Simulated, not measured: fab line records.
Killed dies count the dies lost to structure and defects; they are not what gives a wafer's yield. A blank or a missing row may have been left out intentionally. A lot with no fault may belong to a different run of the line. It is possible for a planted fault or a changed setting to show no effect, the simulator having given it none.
Which tool is to blame? | flow nand-harc | 13 lots with 39 wafers sampled at 5 steps, on a route of 1159 steps

## WHAT EACH GAUGE READ, for each wafer
NHARC_A_BLC_INSPECT_28. Usual: 463 for raw-defect-count, sd 140.
lot  | measured     | on                | raw-defect-count | flag
L605 | day 17 07:59 | defect-inspect-02 | 390 320 521      |
L606 | day 17 16:20 | defect-inspect-01 | 466 472 661      |
L608 | day 17 21:47 | defect-inspect-02 | 584 531 708      |
L610 | day 18 20:02 | defect-inspect-01 | 501 512 457      |
L615 | day 19 22:40 | defect-inspect-01 | 577 1039 603     |
L614 | day 20 03:16 | defect-inspect-02 | 397 816 486      |
L618 | day 20 20:37 | defect-inspect-01 | 349 428 290      |
L620 | day 20 22:04 | defect-inspect-02 | 348 287 301      |
L624 | day 21 21:47 | defect-inspect-02 | 433 308 309      |
L625 | day 21 22:14 | defect-inspect-02 | 496 597 644      |
L627 | day 22 17:22 | defect-inspect-01 | 533 377 559      |
L628 | day 22 23:23 | defect-inspect-02 | 540 356 382      |
L626 | day 23 06:51 | defect-inspect-01 | 333 400 224      |

NHARC_A_M0_THK_MEAS_24: measures by xrf. Usual: 114.0 nm for thk-nm, sd 1.8.
lot  | measured     | on            | thk-nm (nm)       | flag
L605 | day 17 11:23 | film-metro-01 | 116.8 117.1 117.9 |
L606 | day 17 19:51 | film-metro-02 | 113.4 112.5 114.6 |
L608 | day 18 01:13 | film-metro-01 | 117.2 113.1 113.2 |
L610 | day 18 23:25 | film-metro-01 | 114.1 116.4 111.9 |
L615 | day 20 02:13 | film-metro-01 | 115.4 111.0 116.0 |
L614 | day 20 06:40 | film-metro-02 | 112.2 111.9 113.6 |
L618 | day 21 00:07 | film-metro-01 | 115.1 113.1 113.6 |
L620 | day 21 01:37 | film-metro-02 | 114.6 115.0 115.1 |
L624 | day 22 01:17 | film-metro-02 | 116.1 115.5 114.3 |
L625 | day 22 02:05 | film-metro-01 | 111.9 115.0 117.1 |
L627 | day 22 20:59 | film-metro-02 | 115.2 115.7 112.3 |
L628 | day 23 02:48 | film-metro-02 | 112.2 111.0 114.0 |
L626 | day 23 10:08 | film-metro-02 | 112.2 114.7 112.8 |

NHARC_END_SORT_01. Usual: defect-limited-yield 95.5 %, standard deviation 1.3; killed-at-array 26, standard deviation 8.4; killed-at-other 0.7, standard deviation 0.97; killed-at-periphery 3.2, standard deviation 2.2; killed-dies 30, standard deviation 8.5; killed-open 3.4, standard deviation 2; killed-short 2, standard deviation 1.3; sort_bin_2_pct 1.5 %, standard deviation 0.52; sort_bin_3_pct 0.21 %, standard deviation 0.18; sort_bin_4_pct 2.8 %, standard deviation 0.91; sort-n-pass 647, standard deviation 8.5; sort-rim-yield-pct 94.8 %, standard deviation 2.7; sort-yield-pct 95.5 %, standard deviation 1.3.
lot  | measured     | on        | defect-limited-yield (%) | killed-at-array | killed-at-other | killed-at-periphery | killed-dies | killed-open | killed-short | sort_bin_2_pct (%) | sort_bin_3_pct (%) | sort_bin_4_pct (%) | sort-n-pass | sort-rim-yield-pct (%) | sort-yield-pct (%) | flag
L605 | day 19 01:39 | prober-02 | 96.5 96.8 97.8           | 20 21 12        | 1 0 1           | 3 1 2               | 24 22 15    | 3 2 2       | 2 1 2        | 1.5 1.5 0.6        | 0.30 0.30 0.30     | 1.8 1.5 1.3        | 653 655 662 | 96.2 93.4 97.2         | 96.5 96.8 97.8     |
L606 | day 19 09:44 | prober-02 | 95.6 95.7 96.2           | 26 25 22        | 3 2 0           | 1 2 4               | 30 29 26    | 2 3 1       | 2 1 2        | 1.9 1.9 1.2        | 0.15 0.15 0        | 2.4 2.2 2.7        | 647 648 651 | 98.1 97.2 96.2         | 95.6 95.7 96.2     |
L608 | day 20 03:01 | prober-02 | 92.9 95.3 93.9           | 38 23 37        | 2 2 1           | 8 7 3               | 48 32 41    | 5 1 3       | 3 2 3        | 2.8 1.3 1.8        | 0.15 0.30 0.15     | 4.1 3.1 4.1        | 629 645 636 | 92.5 89.6 91.5         | 92.9 95.3 93.9     |
L610 | day 20 15:53 | prober-02 | 95.4 96.5 96.5           | 25 20 16        | 0 0 0           | 6 4 8               | 31 24 24    | 4 1 3       | 6 0 0        | 1.6 1.8 1.9        | 0 0.15 0           | 3.0 1.6 1.6        | 646 653 653 | 96.2 96.2 97.2         | 95.4 96.5 96.5     |
L615 | day 21 17:41 | prober-01 | 96.2 96.8 97.2           | 23 15 14        | 1 0 0           | 2 7 5               | 26 22 19    | 1 3 3       | 1 2 1        | 0.7 1.2 0.9        | 0.15 0 0.15        | 3.0 2.1 1.8        | 651 655 658 | 98.1 97.2 95.3         | 96.2 96.8 97.2     |
L614 | day 21 17:31 | prober-02 | 95.3 95.1 96.0           | 30 26 26        | 0 1 0           | 2 6 1               | 32 33 27    | 5 8 3       | 2 2 1        | 1.9 0.9 1.5        | 0.15 0.15 0.15     | 2.7 3.8 2.4        | 645 644 650 | 93.4 95.3 92.5         | 95.3 95.1 96.0     |
L618 | day 22 19:26 | prober-01 | 96.8 97.2 97.2           | 19 16 14        | 1 0 0           | 2 3 5               | 22 19 19    | 4 5 4       | 3 2 1        | 0.6 1.8 1.0        | 0.30 0 0           | 2.4 1.0 1.8        | 655 658 658 | 95.3 96.2 94.3         | 96.8 97.2 97.2     |
L620 | day 23 01:24 | prober-02 | 97.6 97.5 98.1           | 14 7 9          | 0 2 1           | 2 8 3               | 16 17 13    | 4 4 4       | 1 2 2        | 0.7 0.6 0.7        | 0.15 0.15 0.15     | 1.5 1.8 1.0        | 661 660 664 | 95.3 99.1 96.2         | 97.6 97.5 98.1     |
L624 | day 23 21:59 | prober-01 | 93.8 95.6 94.4           | 41 27 36        | 0 1 1           | 1 2 1               | 42 30 38    | 6 3 4       | 1 1 1        | 1.8 1.8 1.8        | 0 0 0.15           | 4.4 2.7 3.7        | 635 647 639 | 92.5 91.5 96.2         | 93.8 95.6 94.4     |
L625 | day 23 18:33 | prober-02 | 94.5 94.5 94.5           | 32 33 32        | 0 0 0           | 5 4 5               | 37 37 37    | 1 8 5       | 5 3 2        | 1.8 1.6 1.9        | 0.74 0 0           | 3.0 3.8 3.5        | 640 640 640 | 95.3 91.5 97.2         | 94.5 94.5 94.5     |
L627 | day 24 13:57 | prober-02 | 93.4 93.4 94.7           | 42 43 33        | 1 0 1           | 2 2 2               | 45 45 36    | 4 2 2       | 1 5 1        | 2.4 1.8 1.9        | 0 0.30 0.44        | 4.3 4.6 3.0        | 632 632 641 | 91.5 93.4 91.5         | 93.4 93.4 94.7     |
L628 | day 24 17:28 | prober-01 | 93.6 94.7 95.0           | 42 34 30        | 0 0 0           | 1 2 4               | 43 36 34    | 5 3 3       | 2 4 2        | 2.4 2.2 1.2        | 0.59 0 0.15        | 3.4 3.1 3.7        | 634 641 643 | 92.5 93.4 88.7         | 93.6 94.7 95.0     |
L626 | day 24 23:52 | prober-02 | 96.8 94.7 96.8           | 22 34 20        | 0 1 1           | 0 1 1               | 22 36 22    | 3 1 3       | 2 1 4        | 1.6 2.2 1.2        | 0.15 0 0.30        | 1.5 3.1 1.8        | 655 641 655 | 94.3 91.5 98.1         | 96.8 94.7 96.8     |

## EACH LOT AND THE TOOL THAT RAN IT (in order: tool; ch and the chambers of the sampled wafers; start)
lot  | NHARC_A_BLC_DEGAS_30         | NHARC_A_M0_STRIP_19
L605 | pvd-sputter-01, day 17 01:56 | wet-bench-05 ch 2,4,5, day 17 09:43
L606 | pvd-sputter-01, day 17 11:05 | wet-bench-02 ch 0,2,7, day 17 18:08
L608 | pvd-sputter-03, day 17 19:34 | wet-bench-04 ch 0,3,7, day 17 23:33
L610 | pvd-sputter-02, day 18 15:11 | wet-bench-05 ch 0,2,6, day 18 21:39
L615 | pvd-sputter-02, day 19 19:46 | wet-bench-04 ch 3,4,5, day 20 00:34
L614 | pvd-sputter-02, day 20 01:52 | wet-bench-05 ch 0,1,4, day 20 04:57
L618 | pvd-sputter-01, day 20 19:13 | wet-bench-04 ch 4,5,6, day 20 22:23
L620 | pvd-sputter-03, day 20 20:41 | wet-bench-02 ch 4,5,7, day 20 23:50
L624 | pvd-sputter-03, day 21 19:11 | wet-bench-02 ch 0,2,3, day 21 23:24
L625 | pvd-sputter-01, day 21 19:26 | wet-bench-05 ch 2,5,6, day 21 23:52
L627 | pvd-sputter-02, day 22 10:06 | wet-bench-04 ch 0,1,7, day 22 19:20
L628 | pvd-sputter-02, day 22 15:08 | wet-bench-04 ch 3,5,7, day 23 01:08
L626 | pvd-sputter-03, day 22 21:05 | wet-bench-04 ch 5,6,7, day 23 08:29
- NHARC_A_BLC_DEGAS_30: time 60 s.
- NHARC_A_M0_STRIP_19: strips in post etch residue remover, time 600 s.

## AS READ BY THE TOOLS THEMSELVES (means over the sampled wafers that have a number; for cases with no such wafer, the mark the record gives instead)
NHARC_A_BLC_DEGAS_30. Usual: 459 W for heater-power-w, sd 48.
lot  | tool           | heater-power-w (W) | flag
L605 | pvd-sputter-01 | 448                |
L606 | pvd-sputter-01 | 440                |
L608 | pvd-sputter-03 | 457                |
L610 | pvd-sputter-02 | 478                |
L615 | pvd-sputter-02 | 472                |
L614 | pvd-sputter-02 | 460                |
L618 | pvd-sputter-01 | 492                |
L620 | pvd-sputter-03 | 483                |
L624 | pvd-sputter-03 | 422                |
L625 | pvd-sputter-01 | 481                |
L627 | pvd-sputter-02 | 521                |
L628 | pvd-sputter-02 | 504                |
L626 | pvd-sputter-03 | 432                |

NHARC_A_M0_STRIP_19. Usual: bath-heat-duty-pct 12.7 %, standard deviation 1.4; run-length-s 603.0 s, standard deviation 1.1.
lot  | tool         | bath-heat-duty-pct (%) | run-length-s (s) | flag
L605 | wet-bench-05 | 12.3                   | 604.1            |
L606 | wet-bench-02 | 13.6                   | 602.8            |
L608 | wet-bench-04 | 12.6                   | 602.2            |
L610 | wet-bench-05 | 13.3                   | 602.9            |
L615 | wet-bench-04 | 13.5                   | 602.9            |
L614 | wet-bench-05 | 11.2                   | 602.9            |
L618 | wet-bench-04 | -                      | -                | OFF
L620 | wet-bench-02 | -                      | -                | OFF
L624 | wet-bench-02 | 13.2                   | 603.4            |
L625 | wet-bench-05 | 11.8                   | 603.7            |
L627 | wet-bench-04 | 13.0                   | 602.3            |
L628 | wet-bench-04 | 12.2                   | 602.4            |
L626 | wet-bench-04 | 12.5                   | 603.2            |

## THE ANSWER, worked out from the rows above alone
Rule: a lot counts as off when the mean over its wafers that have a number is more than 3 standard deviations away from the usual mean. A lot without any number at a reading at which 4 lots or more have one is off too. Any other lot the step has rows for is counted as sound. First the gauges in route order, then the tools' own readings, where a lot's mean is used as printed above. The first step at which some lot is off is used, and at that step the reading that is off furthest; a lot without a number counts as furthest.
Off at NHARC_A_M0_STRIP_19 (bath-heat-duty-pct): L618, L620. Without a number there: L618, L620.
A tool fits if, at that step or a process step before it, it ran every lot that is off, and no sound lot after the first of them. None of those tried fits.

## WHAT THE SIMULATOR PUT IN
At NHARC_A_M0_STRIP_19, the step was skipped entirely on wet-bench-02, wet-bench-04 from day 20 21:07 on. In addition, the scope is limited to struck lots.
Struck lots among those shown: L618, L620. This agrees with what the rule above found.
